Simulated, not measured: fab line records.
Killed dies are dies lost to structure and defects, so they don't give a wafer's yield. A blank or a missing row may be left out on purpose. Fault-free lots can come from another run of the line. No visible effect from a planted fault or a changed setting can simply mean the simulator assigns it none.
Comparing a struck lot with a sound one	flow nandHarc	14 steps out of a route of 1159
Sound: wafers L302.2, L302.3, L302.6. Wafers struck: L313.2, L313.4, L313.5. The cause is given at the end.
Each step with rows lists, per side, the tool, then ch with its chambers, then its first start. Under that, the readings that differ: sound wafers	struck wafers	difference of the means	sigmas: that difference in standard deviations of wafers without a fault.
alike: words and numbers the same on both sides, and readings whose means are apart by under 2 such deviations; not compared: readings that were withheld, readings missing a value for some wafer, numbers with overlapping values and no deviation given by the record, and bounds like >300 which may hide the same value.
Wherever a step has rows on one side only, a row that says differs or no value, or a row with sigmas, the two part there. When numbers do not overlap yet have no deviation, they are printed without sigmas and do not part them. Lack of a reading on every wafer of one side parts them only where that side has two or more wafers.

NHARC_A_SLIT_ETCH_26: etches the open film in C4F8/O2/Ar, time 90 s, target depth 400 nm.
  sound on harEtch-01 ch 1, day 14 11:29; struck on harEtch-01 ch 0,1, day 17 01:13
  alike: drypumpMotorCurrentA, showerheadPlenumPTorr, throttleValvePct
  not compared: rfHoursCounterH
then, 1 step without rows for these wafers: NHARC_A_SLIT_STRIP_28 (strips in O2/COS).
NHARC_A_SLIT_ETCH_29: etches the open film in CF4/O2, target depth 100 nm, overetch 10 nm, time 55 s.
  sound on rieDiel-10 ch 1,2,3, day 14 12:06; struck on rieDiel-01 ch 0,2,3, day 17 01:48
reading	sound	struck	difference	sigmas
drypumpMotorCurrentA (A)	5.2 5.5 5.3	6.2 6.6 6.4	+1.1	+2
  alike: oesProductAu, rfVppV, showerheadPlenumPTorr, throttleValvePct
  not compared: rfHoursCounterH
NHARC_A_SLIT_STRIP_18: strips in O2.
  sound: rieDiel-10 ch 0,1; struck: rieDiel-01 ch 0,1,3
reading	sound	struck	difference	sigmas
oesProductAu (a.u.)	1.018 1.014 1.010	0.991 0.994 0.991	-0.022	-2
  alike: drypumpMotorCurrentA, rfVppV, showerheadPlenumPTorr, throttleValvePct
  not compared: rfHoursCounterH
then, 2 steps without rows for these wafers: NHARC_A_SLIT_PRECLEAN_19 (cleans in SC1); NHARC_A_SLIT_SRD_20.
NHARC_A_SLIT_CD_MEAS_21:
  struck on cdSem-03, day 17 02:21; sound on cdSem-03, day 14 12:38
  alike: cdNm
then, 3 steps without rows for these wafers: NHARC_A_SIN_REMOVE_WET_00 (chemistry H3PO4, time 15300 s); NHARC_A_SIN_REMOVE_PRECLEAN_01 (cleans in SC1); NHARC_A_SIN_REMOVE_SRD_02.
NHARC_A_SIN_REMOVE_INSPECT_04:
  struck on defectInspect-01, day 17 07:22; sound on defectInspect-01, day 14 17:52
  alike: rawDefectCount
NHARC_A_WL_FILL_ALD_00: deposits Al2O3, target thk 3 nm, pulse time 3 s, ald cycles 30.
  sound on aldHk-02 ch 0,2, day 14 18:05; struck on aldHk-02 ch 2,3, day 17 07:28
reading	sound	struck	difference	sigmas
aldCycles	30 30 30	24 24 24	-6	
susceptorTempC (C)	299.58 299.81 299.69	300.00 300.28 300.03	+0.41	+2
  alike: heaterPowerW, precursorPulseHeightRel
NHARC_A_WL_FILL_RTA_01: time 5 s.
  sound on rtpAnneal-01 ch 0, day 14 18:23; struck on rtpAnneal-02 ch 0, day 17 07:43
reading	sound	struck	difference	sigmas
lampPowerPct (%)	27 27 27	36 36 36	+9	+2
  alike: wafer_temp_C_max
after that, 1 step had no rows for these wafers: NHARC_END_SORT_01.

== WHERE THEY PART ==
Earliest at NHARC_A_SLIT_ETCH_29; latest, in this record, at NHARC_A_WL_FILL_RTA_01.

WHY: whatever the simulator had introduced
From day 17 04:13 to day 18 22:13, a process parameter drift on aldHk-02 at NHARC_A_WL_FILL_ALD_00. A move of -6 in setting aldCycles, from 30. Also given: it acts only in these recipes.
